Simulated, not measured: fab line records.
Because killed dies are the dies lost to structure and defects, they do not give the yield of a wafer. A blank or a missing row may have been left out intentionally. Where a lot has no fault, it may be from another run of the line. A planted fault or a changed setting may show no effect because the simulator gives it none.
fab line records -- flow n5_finfet
record: lots: 7, wafers: 39
route steps=1938 shown FIN_SAQP@138 HKMG_FIN@388 GATE_CUT@510 BEOL_M0_SAQP@634 BEOL_M0@720 BEOL_M2@883 BEOL_M4@1092 BEOL_M7@1263 BEOL_M12@1602 BEOL_M15@1802 PASSIVATION@1908
start_h: the number of hours between the record's first day and the start of the first shown wafer of the lot -- wait_h: time in hours since the lot's previous step -- " the same as in the row above -- L1.1+2: a row that stands for several wafers -- - no value, or no start given -- * or withheld: withheld -- < > ~ a bound
route shown NAME@n: names a module that has steps shown in the file, with the first one's number in the route -- usual: the fault-free wafers' mean and standard deviation -- same: alike in all rows -- chamber/n: place in a boat -- sites: each site's reading -- _std_site: their standard deviation -- _edge_site: mean of outer sites minus mean of inner sites -- radius_mm: for every site, how far away it sits from the centre of the wafer -- mask NAME#n: copy n -- behind: the last tool/chamber to shape the wafer -- hold: the reason the lot was held/the length of the hold in hours/how it ended -- device: transistor that didn't switch, given as n, p or np -- end of line: the same wafers' tests at the end of the route -- for a step that has no rows: nothing shown but its recipe -- killed: the dies lost at the first sort to structure and to defects; this is not the yield of the wafer -- map: per-die view of a wafer (x killed, . not killed, _ where there is no die)
set.NAME: the run value of the setting; set.NAME@STEP: its run value at that earlier step -- model.NAME: the simulator's own value behind a step, which no gauge read
lots run with intentionally changed settings; tables by step, rows by wafer
== steps ==
step: N5_FIN_SAQP_SPACER2_ALD_28
recipe: material: SiO2, target_thk_a: 81, temp_c: 300, ald_precursor_family: BDEAS, ald_co_reactant: O2-plasma, pulse_time_s: 1, purge_time_s: 2, co_reactant_purge_time_s: 2, pressure_torr: 2
step: N5_HKMG_FIN_ALD_74
recipe: material: La2O3, target_thk_a: 5, temp_c: 250, ald_precursor_family: La-Cp, ald_co_reactant: O3, pulse_time_s: 6, co_reactant_pulse_time_s: 1, purge_time_s: 3, co_reactant_purge_time_s: 3
step: N5_GATE_CUT_ALD_22
recipe: material: SiNx, target_thk_a: 160, temp_c: 400, ald_precursor_family: SiH2I2, ald_co_reactant: N2/H2-plasma, pulse_time_s: 1, ald_cycles: 320, purge_time_s: 2, co_reactant_purge_time_s: 2, pressure_torr: 2
step: N5_BEOL_M0_SAQP_HM_DEP_02
recipe: material: TiN, target_thk_a: 120, temp_c: 25, chamber_pressure_pa: 0.49996
step: N5_BEOL_M0_ETCH_128
recipe: chemistry: CF4/N2, target_depth_a: 120, overetch_a: 51, target: SiCN, time_s: 21.4, ion_energy_ev: 150, pressure_mtorr: 40, source_w: 430, bias_w: 70, Ar_flow_sccm: 100, cf4_flow_sccm: 60, n2_flow_sccm: 60
step: N5_BEOL_M2_ETCHBACK_99
recipe: chemistry: CHF3, target: SiO2, target_depth_a: 50, time_s: 10.4, source_w: 215, bias_w: 47, Ar_flow_sccm: 200, CHF3_flow_sccm: 12, ion_energy_ev: 100, pressure_mtorr: 30
step: N5_BEOL_M4_SPUTTER_88
recipe: material: Cu, target_thk_a: 45, temp_c: -20, chamber_pressure_pa: 0.07, power_w: withheld, time_s: 8.29
step: N5_BEOL_M7_ILD_DEP_00
recipe: material: SiCOH_lowk, target_thk_a: 1797.5, temp_c: 300, precursor: DEMS/porogen, pressure_torr: 5, rf_w: 500, time_s: 33.4
step: N5_BEOL_M7_DEP_56
recipe: material: SiCN, target_thk_a: 100, temp_c: withheld, precursor: 3MS/NH3, pressure_torr: 3, rf_w: 202, time_s: 17.5
step: N5_BEOL_M12_ILD_DEP_00
recipe: material: SiOC, target_thk_a: 6589.2, temp_c: 350, precursor: DEMS/O2, pressure_torr: 5, rf_w: 500, time_s: 130.7
step: N5_BEOL_M12_ETCH_68
recipe: chemistry: N2/H2, target: SOC, mask_material: SiARC, source_w: 3000, bias_w: 350, temp_c: 40, time_s: 285, ion_energy_ev: 200, pressure_mtorr: 30, n2_flow_sccm: 200, h2_flow_sccm: 200
step: N5_BEOL_M15_DEVELOP_27
recipe: develop_time_s: 45, rinse_liquid: diw, dry: air_spin, dev_temp_c: 21
step: N5_PASSIVATION_DESCUM_32
recipe: chemistry: O2, time_s: 7.9, source_power_w: 50, bias_power_w: 20, pressure_mtorr: 20, rf_frequency_hz: 2.712e+07, temp_c: 40, o2_flow_sccm: 225
step: N5_PASSIVATION_PROBE_49
usual: defect_limited_yield: 90.9/1.4, killed_at_M0_to_M3: 38/11, killed_at_M4_up: 13/5.9, killed_dies: 107/16, killed_on_rim: 14/3.6, sort_bin_5_function: 5.3/0.94
lot.wafer,tool,chamber,start_h,wait_h,set.target_thk_a@FIN_SAQP_SPACER2_ALD_28,set.co_reactant_pulse_time_s@HKMG_FIN_ALD_74,set.ald_cycles@GATE_CUT_ALD_22,set.target_thk_a@BEOL_M0_SAQP_HM_DEP_02,set.time_s@BEOL_M0_ETCH_128,set.time_s@BEOL_M2_ETCHBACK_99,set.target_thk_a@BEOL_M4_SPUTTER_88,set.target_thk_a@BEOL_M7_ILD_DEP_00,set.target_thk_a@BEOL_M7_DEP_56,set.target_thk_a@BEOL_M12_ILD_DEP_00,set.target_depth_a@BEOL_M12_ETCH_68,set.develop_time_s@BEOL_M15_DEVELOP_27,set.time_s@PASSIVATION_DESCUM_32,defect_limited_yield[%],killed_at_M0_to_M3,killed_at_M4_up,killed_dies,killed_on_rim,sort_bin_5_function[%]
L075.1,prober-01,-,294.32,0.0,81,1.344,320,120,21.4,6.984,45,1797.5,100,5517,2866,58.88,7.9,91.9,21,14,96,19,4.4
L075.2,prober-01,-,294.37,0.1,54.57,1.344,153,120,21.4,10.4,45,1089,154.1,6589.2,5700,58.88,9.099,90.3,38,9,115,13,5.9
L075.3,prober-01,-,294.42,0.1,54.57,1,320,82.03,26.6,6.984,45,1797.5,154.1,6589.2,5700,45,7.9,89.8,46,29,120,10,5.9
L075.4,prober-01,-,294.47,0.2,54.57,1,153,82.03,21.4,6.984,45,1089,154.1,5517,2866,45,7.9,83.7,20,125,192,11,4.0
L075.5,prober-01,-,294.52,0.2,81,1,153,120,26.6,10.4,45,1797.5,100,5517,5700,45,9.099,92.7,34,10,86,10,3.6
L075.6,prober-01,-,294.57,0.3,81,1.344,320,82.03,26.6,10.4,45,1089,100,6589.2,2866,58.88,9.099,80.8,17,164,226,17,4.4
L077.1,prober-01,-,349.66,0.0,81,1,320,120,21.4,10.4,45,1797.5,100,6589.2,2648,57.09,7.9,90.6,25,11,111,15,5.7
L077.2,prober-01,-,349.71,0.1,81,1,320,120,32.64,10.4,45,971.9,45.2,9524,5700,57.09,7.9,0.8,24,1065,1171,150,5.6
L077.3,prober-01,-,349.76,0.1,60.1,1,320,161.9,21.4,10.4,45,971.9,100,9524,5700,45,7.9,0,1083,20,1180,152,94.2
L077.4,prober-01,-,349.81,0.2,81,1,320,161.9,32.64,10.4,45,971.9,100,6589.2,2648,45,7.9,0,1078,19,1180,152,94.2
L077.5,prober-01,-,349.86,0.2,60.1,1,320,161.9,32.64,10.4,45,1797.5,45.2,9524,2648,57.09,7.9,1.9,1053,8,1158,132,93.1
L077.6,prober-01,-,349.91,0.3,60.1,1,320,120,21.4,10.4,45,1797.5,45.2,6589.2,5700,45,7.9,86.9,34,20,155,21,8.2
L080.1,prober-02,-,371.76,0.0,81,1,468,120,11.76,12.8,31.76,1797.5,73.4,5080,5700,45,4.305,89.6,47,15,123,20,6.0
L080.2,prober-02,-,371.81,0.1,124.3,1,320,120,21.4,10.4,31.76,1797.5,100,5080,5700,45,7.9,91.4,38,12,101,11,4.7
L080.3,prober-02,-,371.86,0.1,124.3,1,320,120,11.76,10.4,45,1797.5,73.4,6589.2,5700,45,7.9,84.3,109,14,185,16,12.5
L080.4,prober-02,-,371.91,0.2,81,1.534,468,120,21.4,10.4,45,1797.5,73.4,5080,5700,45,4.305,89.6,45,17,123,17,6.0
L080.5,prober-02,-,371.96,0.2,81,1.534,320,120,11.76,12.8,31.76,1797.5,100,6589.2,5700,45,4.305,90.8,37,16,108,14,6.5
L080.6,prober-02,-,372.01,0.3,124.3,1.534,468,120,21.4,12.8,45,1797.5,100,6589.2,5700,45,7.9,90.1,38,13,117,10,6.0
L083.2,prober-02,-,395.85,0.1,81,1,320,120,21.4,10.4,45,1797.5,100,6589.2,5700,45,7.9,90.7,40,16,110,15,5.7
L083.4,prober-02,-,395.95,0.2,81,1,320,120,21.4,10.4,45,1797.5,100,6589.2,5700,45,7.9,89.4,35,21,125,22,5.8
L083.6,prober-02,-,396.05,0.3,81,1,320,120,21.4,10.4,45,1797.5,100,6589.2,5700,45,7.9,89.7,38,28,122,16,5.5
L085.1,prober-01,-,407.03,0.0,81,1,185,120,26.19,15.04,45,2386,41.58,6589.2,2521,45,7.9,89.7,41,22,122,14,5.3
L085.2,prober-01,-,407.08,0.1,107.7,1,320,120,21.4,15.04,45,1797.5,100,4593,2521,38,7.9,90.6,50,19,111,15,5.8
L085.3,prober-01,-,407.13,0.1,81,0.7547,320,152.7,21.4,10.4,45,1797.5,41.58,6589.2,2521,38,7.9,68.7,296,25,369,12,27.4
L085.4,prober-01,-,407.18,0.2,107.7,1,185,152.7,26.19,10.4,45,1797.5,100,6589.2,5700,45,7.9,67.1,326,18,388,13,29.3
L085.5,prober-01,-,407.23,0.2,81,0.7547,185,152.7,21.4,15.04,45,2386,41.58,4593,5700,38,7.9,67.5,304,15,384,20,29.2
L085.6,prober-01,-,407.28,0.3,107.7,0.7547,320,120,26.19,10.4,45,2386,100,4593,5700,45,7.9,90.1,45,20,117,15,5.9
L087.1,prober-02,-,414.64,0.0,81,1,320,120,21.4,12.31,45,1797.5,100,6589.2,5700,21.33,7.9,93.0,28,7,83,12,4.7
L087.2,prober-02,-,414.69,0.1,81,1,320,92.88,21.4,12.31,32.96,725.3,100,6589.2,7822,45,5.866,0.4,24,1066,1175,152,5.7
L087.3,prober-02,-,414.74,0.1,81,1,320,120,21.4,10.4,32.96,1797.5,62.19,6589.2,7822,45,7.9,91.9,29,9,95,13,4.2
L087.4,prober-02,-,414.79,0.2,100.9,1,320,92.88,21.4,10.4,45,725.3,100,10010,5700,21.33,5.866,0.1,28,1089,1179,151,4.7
L087.5,prober-02,-,414.84,0.2,100.9,1,320,120,21.4,10.4,45,725.3,62.19,10010,7822,21.33,5.866,0.3,24,1089,1176,151,4.6
L087.6,prober-02,-,414.89,0.3,100.9,1,320,92.88,21.4,12.31,32.96,1797.5,62.19,10010,5700,45,7.9,90.3,41,11,114,19,6.3
L094.1,prober-01,-,464.21,0.0,81,1.479,417,172.5,28.91,10.4,45,866.9,115.6,6589.2,5700,45,7.9,0,1115,13,1180,152,97.2
L094.2,prober-01,-,464.26,0.1,81,1.479,417,120,21.4,10.4,62.69,866.9,100,6589.2,7895,45,3.422,1.2,27,1082,1166,149,5.4
L094.3,prober-01,-,464.31,0.1,81,1,320,120,28.91,10.4,45,1797.5,115.6,6589.2,7895,45,3.422,92.1,29,4,93,12,4.5
L094.4,prober-01,-,464.36,0.2,81,1,320,120,21.4,10.4,62.69,1797.5,115.6,6589.2,7895,65.29,7.9,91.3,25,14,103,16,4.7
L094.5,prober-01,-,464.41,0.2,81,1.479,320,172.5,21.4,10.4,45,866.9,100,6589.2,5700,65.29,3.422,0,1104,14,1180,152,95.9
L094.6,prober-01,-,464.46,0.3,81,1,417,172.5,28.91,10.4,62.69,1797.5,100,6589.2,5700,65.29,7.9,0,1108,5,1180,152,96.5
killed by level:class
L075.1 STI_FIN_REVEAL:geometric_particle:open=17 FIN_SAQP:geometric_particle:short=11 BEOL_M1:geometric_particle:open=6 FIN_SAQP:geometric_particle:open=5 BEOL_M0_SAQP:geometric_particle:short=5 STI_FIN_REVEAL:geometric_particle:short=4 GATE_CUT:geometric_particle:open=4 BEOL_M2:geometric_particle:open=4
L075.2 FIN_SAQP:geometric_particle:short=17 STI_FIN_REVEAL:geometric_particle:open=16 BEOL_M1:geometric_particle:open=9 BEOL_M3:geometric_particle:open=6 FIN_SAQP:geometric_particle:open=6 BEOL_M0_SAQP:geometric_particle:short=5 GATE_CUT:geometric_particle:open=4 MOL_CONTACT_COAG:geometric_particle:open=4
L075.3 BEOL_M0_SAQP:geometric_particle:short=12 BEOL_M4:geometric_particle:open=12 BEOL_M5:geometric_particle:open=11 FIN_SAQP:geometric_particle:open=10 BEOL_M1:geometric_particle:open=10 FIN_SAQP:geometric_particle:short=8 BEOL_M0_SAQP:geometric_particle:open=8 BEOL_M3:geometric_particle:open=7
L075.4 BEOL_M7:area_dep=109 STI_FIN_REVEAL:geometric_particle:open=8 MOL_CONTACT_COAG:geometric_particle:open=6 BEOL_M1:geometric_particle:open=6 BEOL_M4:geometric_particle:open=6 FIN_SAQP:geometric_particle:open=5 FIN_SAQP:geometric_particle:short=5 GATE_CUT:geometric_particle:short=5
L075.5 FIN_SAQP:geometric_particle:short=11 BEOL_M3:geometric_particle:open=9 BEOL_M0_SAQP:geometric_particle:open=8 BEOL_M0_SAQP:geometric_particle:short=6 BEOL_M3:geometric_particle:short=6 FIN_SAQP:geometric_particle:open=4 STI_FIN_REVEAL:geometric_particle:open=4 MOL_CONTACT_COAG:geometric_particle:open=4
L075.6 BEOL_M7:area_dep=148 FIN_SAQP:geometric_particle:short=9 MOL_CONTACT_COAG:geometric_particle:open=6 BEOL_M4:geometric_particle:open=6 STI_FIN_REVEAL:geometric_particle:open=5 BEOL_M5:geometric_particle:open=5 STARTING-WAFER:geometric_particle:short=5 GATE_CUT:geometric_particle:short=4
L077.1 FIN_SAQP:geometric_particle:open=15 FIN_SAQP:geometric_particle:short=14 MOL_CONTACT_COAG:geometric_particle:open=12 BEOL_M3:geometric_particle:open=7 GATE_CUT:geometric_particle:short=7 BEOL_M4:geometric_particle:open=6 GATE_CUT:geometric_particle:open=6 MOL_CONTACT_COAG:geometric_particle:short=4
L077.2 BEOL_M7:area_dep=1058 MOL_CONTACT_COAG:geometric_particle:open=20 FIN_SAQP:geometric_particle:open=17 BEOL_M0_SAQP:geometric_particle:open=10 FIN_SAQP:geometric_particle:short=9 BEOL_M0_SAQP:geometric_particle:short=8 STI_FIN_REVEAL:geometric_particle:open=6 GATE_CUT:geometric_particle:short=5
L077.3 BEOL_M0_SAQP:area_dep=1057 FIN_SAQP:geometric_particle:short=19 MOL_CONTACT_COAG:geometric_particle:open=13 FIN_SAQP:geometric_particle:open=12 BEOL_M7:area_dep=11 STI_FIN_REVEAL:geometric_particle:open=9 BEOL_M0_SAQP:geometric_particle:short=7 BEOL_M3:geometric_particle:open=7
L077.4 BEOL_M0_SAQP:area_dep=1048 MOL_CONTACT_COAG:geometric_particle:open=21 FIN_SAQP:geometric_particle:open=12 FIN_SAQP:geometric_particle:short=11 BEOL_M7:area_dep=10 MOL_CONTACT_COAG:geometric_particle:short=8 GATE_CUT:geometric_particle:short=6 BEOL_M1:geometric_particle:open=5
L077.5 BEOL_M0_SAQP:area_dep=1023 FIN_SAQP:geometric_particle:open=26 MOL_CONTACT_COAG:geometric_particle:open=21 FIN_SAQP:geometric_particle:short=17 BEOL_M0_SAQP:geometric_particle:short=12 STI_FIN_REVEAL:geometric_particle:open=10 BEOL_M0_SAQP:geometric_particle:open=7 MOL_CONTACT_COAG:geometric_particle:short=6
L077.6 FIN_SAQP:geometric_particle:short=27 FIN_SAQP:geometric_particle:open=25 MOL_CONTACT_COAG:geometric_particle:open=21 BEOL_M1:geometric_particle:open=10 BEOL_M0_SAQP:geometric_particle:short=10 STI_FIN_REVEAL:geometric_particle:open=9 MOL_CONTACT_COAG:geometric_particle:short=6 GATE_CUT:geometric_particle:short=5
L080.1 MOL_CONTACT_COAG:geometric_particle:open=18 BEOL_M3:geometric_particle:open=15 FIN_SAQP:geometric_particle:short=10 BEOL_M0_SAQP:geometric_particle:short=10 BEOL_M0_SAQP:geometric_particle:open=9 GATE_CUT:geometric_particle:short=8 BEOL_M4:geometric_particle:open=7 STI_FIN_REVEAL:geometric_particle:open=5
L080.2 BEOL_M3:geometric_particle:open=14 MOL_CONTACT_COAG:geometric_particle:open=13 FIN_SAQP:geometric_particle:open=8 BEOL_M2:geometric_particle:open=7 MOL_CONTACT_COAG:geometric_particle:short=5 BEOL_M0_SAQP:geometric_particle:open=5 BEOL_M1:geometric_particle:open=5 FIN_SAQP:geometric_particle:short=4
L080.3 BEOL_M0:area_etch=72 BEOL_M3:geometric_particle:open=13 FIN_SAQP:geometric_particle:short=12 MOL_CONTACT_COAG:geometric_particle:open=11 BEOL_M2:geometric_particle:open=9 FIN_SAQP:geometric_particle:open=8 BEOL_M1:geometric_particle:open=8 STI_FIN_REVEAL:geometric_particle:open=5
L080.4 MOL_CONTACT_COAG:geometric_particle:open=13 BEOL_M0_SAQP:geometric_particle:short=13 BEOL_M4:geometric_particle:open=12 FIN_SAQP:geometric_particle:short=9 BEOL_M3:geometric_particle:open=9 BEOL_M1:geometric_particle:open=8 BEOL_M2:geometric_particle:open=7 BEOL_M0_SAQP:geometric_particle:open=6
L080.5 BEOL_M2:geometric_particle:open=10 BEOL_M3:geometric_particle:open=9 STI_FIN_REVEAL:geometric_particle:open=8 MOL_CONTACT_COAG:geometric_particle:open=8 BEOL_M4:geometric_particle:open=8 FIN_SAQP:geometric_particle:open=6 PASS1_CAP:geometric_particle:short=6 FIN_SAQP:geometric_particle:short=5
L080.6 MOL_CONTACT_COAG:geometric_particle:open=16 BEOL_M3:geometric_particle:open=14 GATE_CUT:geometric_particle:short=10 BEOL_M0_SAQP:geometric_particle:short=9 FIN_SAQP:geometric_particle:open=8 FIN_SAQP:geometric_particle:short=6 BEOL_M2:geometric_particle:open=5 GATE_CUT:geometric_particle:open=4
L083.2 FIN_SAQP:geometric_particle:open=11 MOL_CONTACT_COAG:geometric_particle:open=11 BEOL_M1:geometric_particle:open=11 BEOL_M4:geometric_particle:open=10 FIN_SAQP:geometric_particle:short=7 DUMMY_GATE:geometric_particle:open=7 BEOL_M0_SAQP:geometric_particle:open=7 BEOL_M3:geometric_particle:open=7
L083.4 STI_FIN_REVEAL:geometric_particle:open=16 MOL_CONTACT_COAG:geometric_particle:open=15 BEOL_M3:geometric_particle:open=8 BEOL_M4:geometric_particle:open=7 BEOL_M4:geometric_particle:short=7 FIN_SAQP:geometric_particle:open=6 FIN_SAQP:geometric_particle:short=6 BEOL_M2:geometric_particle:open=6
L083.6 BEOL_M4:geometric_particle:open=18 BEOL_M0_SAQP:geometric_particle:open=14 MOL_CONTACT_COAG:geometric_particle:open=11 FIN_SAQP:geometric_particle:open=9 BEOL_M0_SAQP:geometric_particle:short=8 FIN_SAQP:geometric_particle:short=7 DUMMY_GATE:geometric_particle:open=6 BEOL_M5:geometric_particle:open=6
L085.1 MOL_CONTACT_COAG:geometric_particle:open=14 DUMMY_GATE:geometric_particle:open=10 BEOL_M3:geometric_particle:open=10 BEOL_M4:geometric_particle:open=10 BEOL_M2:geometric_particle:open=7 MOL_CONTACT_COAG:geometric_particle:short=6 BEOL_M0_SAQP:geometric_particle:short=6 STI_FIN_REVEAL:geometric_particle:open=5
L085.2 MOL_CONTACT_COAG:geometric_particle:open=20 BEOL_M0_SAQP:geometric_particle:short=12 BEOL_M1:geometric_particle:open=9 BEOL_M2:geometric_particle:open=9 BEOL_M4:geometric_particle:open=9 BEOL_M3:geometric_particle:short=7 BEOL_M3:geometric_particle:open=5 DUMMY_GATE:geometric_particle:short=3
L085.3 BEOL_M0_SAQP:area_dep=257 MOL_CONTACT_COAG:geometric_particle:open=14 BEOL_M4:geometric_particle:open=14 FIN_SAQP:geometric_particle:open=9 BEOL_M2:geometric_particle:open=9 BEOL_M3:geometric_particle:open=7 BEOL_M0_SAQP:geometric_particle:short=5 FIN_SAQP:geometric_particle:short=4
L085.4 BEOL_M0_SAQP:area_dep=271 MOL_CONTACT_COAG:geometric_particle:open=12 BEOL_M0:geometric_particle:open=12 BEOL_M4:geometric_particle:open=12 BEOL_M3:geometric_particle:open=11 BEOL_M0_SAQP:geometric_particle:open=10 GATE_CUT:geometric_particle:short=8 BEOL_M0_SAQP:geometric_particle:short=7
L085.5 BEOL_M0_SAQP:area_dep=268 BEOL_M3:geometric_particle:open=13 MOL_CONTACT_COAG:geometric_particle:open=11 BEOL_M4:geometric_particle:open=11 FIN_SAQP:geometric_particle:short=8 GATE_CUT:geometric_particle:short=7 FIN_SAQP:geometric_particle:open=5 BEOL_M3:geometric_particle:short=5
L085.6 MOL_CONTACT_COAG:geometric_particle:open=14 FIN_SAQP:geometric_particle:short=12 BEOL_M2:geometric_particle:open=9 BEOL_M3:geometric_particle:open=9 FIN_SAQP:geometric_particle:open=7 BEOL_M0_SAQP:geometric_particle:open=7 BEOL_M0:geometric_particle:open=6 BEOL_M4:geometric_particle:open=6
L087.1 BEOL_M0_SAQP:geometric_particle:open=10 STI_FIN_REVEAL:geometric_particle:open=9 FIN_SAQP:geometric_particle:short=7 BEOL_M0_SAQP:geometric_particle:short=7 MOL_CONTACT_COAG:geometric_particle:open=7 GATE_CUT:geometric_particle:open=6 BEOL_M1:geometric_particle:open=5 FIN_SAQP:geometric_particle:open=4
L087.2 BEOL_M7:area_dep=1049 MOL_CONTACT_COAG:geometric_particle:open=21 STI_FIN_REVEAL:geometric_particle:open=18 FIN_SAQP:geometric_particle:open=9 DUMMY_GATE:geometric_particle:open=9 FIN_SAQP:geometric_particle:short=6 BEOL_M0_SAQP:geometric_particle:open=5 BEOL_M3:geometric_particle:open=5
L087.3 FIN_SAQP:geometric_particle:open=12 BEOL_M0_SAQP:geometric_particle:open=11 FIN_SAQP:geometric_particle:short=10 GATE_CUT:geometric_particle:short=8 GATE_CUT:geometric_particle:open=5 BEOL_M0_SAQP:geometric_particle:short=5 BEOL_M1:geometric_particle:open=5 BEOL_M5:geometric_particle:open=5
L087.4 BEOL_M7:area_dep=1077 FIN_SAQP:geometric_particle:open=14 FIN_SAQP:geometric_particle:short=12 STI_FIN_REVEAL:geometric_particle:open=10 BEOL_M0_SAQP:geometric_particle:short=8 BEOL_M3:geometric_particle:open=8 BEOL_M0_SAQP:geometric_particle:open=7 DUMMY_GATE:geometric_particle:open=6
L087.5 BEOL_M7:area_dep=1079 STI_FIN_REVEAL:geometric_particle:open=12 FIN_SAQP:geometric_particle:short=10 MOL_CONTACT_COAG:geometric_particle:open=8 BEOL_M2:geometric_particle:open=7 GATE_CUT:geometric_particle:short=6 BEOL_M5:geometric_particle:open=6 FIN_SAQP:geometric_particle:open=5
L087.6 BEOL_M0_SAQP:geometric_particle:short=16 STI_FIN_REVEAL:geometric_particle:open=14 FIN_SAQP:geometric_particle:short=10 MOL_CONTACT_COAG:geometric_particle:open=8 BEOL_M0_SAQP:geometric_particle:open=8 FIN_SAQP:geometric_particle:open=6 DUMMY_GATE:geometric_particle:open=6 BEOL_M1:geometric_particle:open=5
L094.1 BEOL_M0_SAQP:area_dep=1085 MOL_CONTACT_COAG:geometric_particle:open=18 STI_FIN_REVEAL:geometric_particle:open=7 FIN_SAQP:geometric_particle:open=6 BEOL_M0_SAQP:geometric_particle:short=5 BEOL_M0:geometric_particle:open=5 BEOL_M2:geometric_particle:short=5 BEOL_M4:geometric_particle:open=4
L094.2 BEOL_M7:area_dep=1076 STI_FIN_REVEAL:geometric_particle:open=9 BEOL_M0_SAQP:geometric_particle:short=9 FIN_SAQP:geometric_particle:open=8 MOL_CONTACT_COAG:geometric_particle:open=8 MOL_CONTACT_COAG:geometric_particle:short=7 BEOL_M2:geometric_particle:open=7 FIN_SAQP:geometric_particle:short=6
L094.3 FIN_SAQP:geometric_particle:open=12 MOL_CONTACT_COAG:geometric_particle:open=12 FIN_SAQP:geometric_particle:short=8 STI_FIN_REVEAL:geometric_particle:open=8 BEOL_M0_SAQP:geometric_particle:short=6 BEOL_M1:geometric_particle:open=6 BEOL_M0_SAQP:geometric_particle:open=5 STARTING-WAFER:geometric_particle:open=4
L094.4 MOL_CONTACT_COAG:geometric_particle:open=23 STI_FIN_REVEAL:geometric_particle:open=17 BEOL_M1:geometric_particle:open=10 FIN_SAQP:geometric_particle:short=7 STI_FIN_REVEAL:geometric_particle:short=6 BEOL_M4:geometric_particle:open=4 FIN_SAQP:geometric_particle:open=3 BEOL_M0_SAQP:geometric_particle:short=3
L094.5 BEOL_M0_SAQP:area_dep=1073 MOL_CONTACT_COAG:geometric_particle:open=17 STI_FIN_REVEAL:geometric_particle:open=13 BEOL_M0_SAQP:geometric_particle:open=10 GATE_CUT:geometric_particle:open=9 BEOL_M3:geometric_particle:open=6 MOL_CONTACT_COAG:geometric_particle:short=5 BEOL_M0_SAQP:geometric_particle:short=5
L094.6 BEOL_M0_SAQP:area_dep=1078 MOL_CONTACT_COAG:geometric_particle:open=24 STI_FIN_REVEAL:geometric_particle:open=11 BEOL_M1:geometric_particle:open=7 FIN_SAQP:geometric_particle:open=6 FIN_SAQP:geometric_particle:short=6 BEOL_M0_SAQP:geometric_particle:short=5 MOL_CONTACT_COAG:geometric_particle:short=4
== key ==
split: step: N5_FIN_SAQP_SPACER2_ALD_28, setting: target_thk_a, stated_as: 81
response none clear
split: step: N5_HKMG_FIN_ALD_74, setting: co_reactant_pulse_time_s, stated_as: 1
response none clear
split: step: N5_GATE_CUT_ALD_22, setting: ald_cycles, stated_as: 320
response none clear
split: step: N5_BEOL_M0_SAQP_HM_DEP_02, setting: target_thk_a, stated_as: 120
response: step: N5_PASSIVATION_PROBE_49, reading: killed_at_M0_to_M3, slope: +16.2, per: 1%, together_with: all, explained: 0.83
response: step: N5_PASSIVATION_PROBE_49, reading: sort_bin_5_function, slope: +1.36, per: 1%, together_with: all, explained: 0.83
split: step: N5_BEOL_M0_ETCH_128, setting: time_s, stated_as: 21.4
response none clear
split: step: N5_BEOL_M2_ETCHBACK_99, setting: time_s, stated_as: 10.4
response none clear
split: step: N5_BEOL_M4_SPUTTER_88, setting: target_thk_a, stated_as: 45
response none clear
split: step: N5_BEOL_M7_ILD_DEP_00, setting: target_thk_a, stated_as: 1797.5
response: step: N5_PASSIVATION_PROBE_49, reading: killed_dies, slope: -13, per: 1%, together_with: all, explained: 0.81
response: step: N5_PASSIVATION_PROBE_49, reading: defect_limited_yield, slope: +1.1, per: 1%, together_with: all, explained: 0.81
response: step: N5_PASSIVATION_PROBE_49, reading: killed_at_M4_up, slope: -10.4, per: 1%, together_with: all, explained: 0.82
response: step: N5_PASSIVATION_PROBE_49, reading: killed_on_rim, slope: -1.57, per: 1%, together_with: all, explained: 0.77
split: step: N5_BEOL_M7_DEP_56, setting: target_thk_a, stated_as: 100
response none clear
split: step: N5_BEOL_M12_ILD_DEP_00, setting: target_thk_a, stated_as: 6589.2
response none clear
split: step: N5_BEOL_M12_ETCH_68, setting: target_depth_a, stated_as: 5700
response none clear
split: step: N5_BEOL_M15_DEVELOP_27, setting: develop_time_s, stated_as: 45
response none clear
split: step: N5_PASSIVATION_DESCUM_32, setting: time_s, stated_as: 7.9
response none clear
